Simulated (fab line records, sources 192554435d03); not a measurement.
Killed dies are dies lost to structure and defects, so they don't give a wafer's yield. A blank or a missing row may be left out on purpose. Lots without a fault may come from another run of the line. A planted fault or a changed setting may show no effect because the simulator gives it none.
Chamber matching | flow n5_finfet | N5_FIN_SAQP_MANDREL2_REMOVE_60 on rie_si-02: 4 sister chambers
The step chemistry HBr/Cl2/O2, target a-Si, stops on SiNx, bt time 10 s. 7 wafers are shown with their chamber, then 6 later ones without.

WAFERS WITH THEIR CHAMBER
wafer  | chamber | throttle_valve_pct (%) | oes_product_au (a.u.)
L076.4 | 2       | 36.36                  | 0.968
L081.2 | 2       | 36.37                  | 0.968
L090.2 | 1       | 36.76                  | 1.007
L090.4 | 3       | 36.58                  | 0.985
L091.3 | 1       | 36.75                  | 1.003
L091.4 | 0       | 36.89                  | 0.974
L091.6 | 0       | 36.91                  | 0.976

WAFERS WITHOUT THEIR CHAMBER
wafer  | throttle_valve_pct (%) | oes_product_au (a.u.)
L092.1 | 36.57                  | 0.984
L092.2 | 36.35                  | 0.979
L092.5 | 36.88                  | 0.990
L097.1 | 36.78                  | 1.013
L097.3 | 36.89                  | 0.969
L097.5 | 36.89                  | 0.976

WHICH CHAMBER EACH WENT THROUGH
wafer  | from the rows above | in truth
L092.1 | 3                   | 3
L092.2 | 2                   | 2
L092.5 | 0                   | 0
L097.1 | 1                   | 1
L097.3 | 0                   | 0
L097.5 | 0                   | 0
Placed correctly: 6 of 6. Can't be placed from these rows: 0. Placed wrongly: 0.
How it was worked out, from the rows above alone: a wafer's distance from a chamber is the root of the sum, over the readings, of the square of ((its reading less the chamber's mean) divided by the reading's scatter). The wafer belongs to the nearest chamber; if the next one is less than 2 further off, it can't be placed. A chamber's mean is the mean of its shown wafers. The scatter: the root of (the sum of the squares of (reading less its chamber's mean) over the shown wafers, divided by (wafers less chambers)).
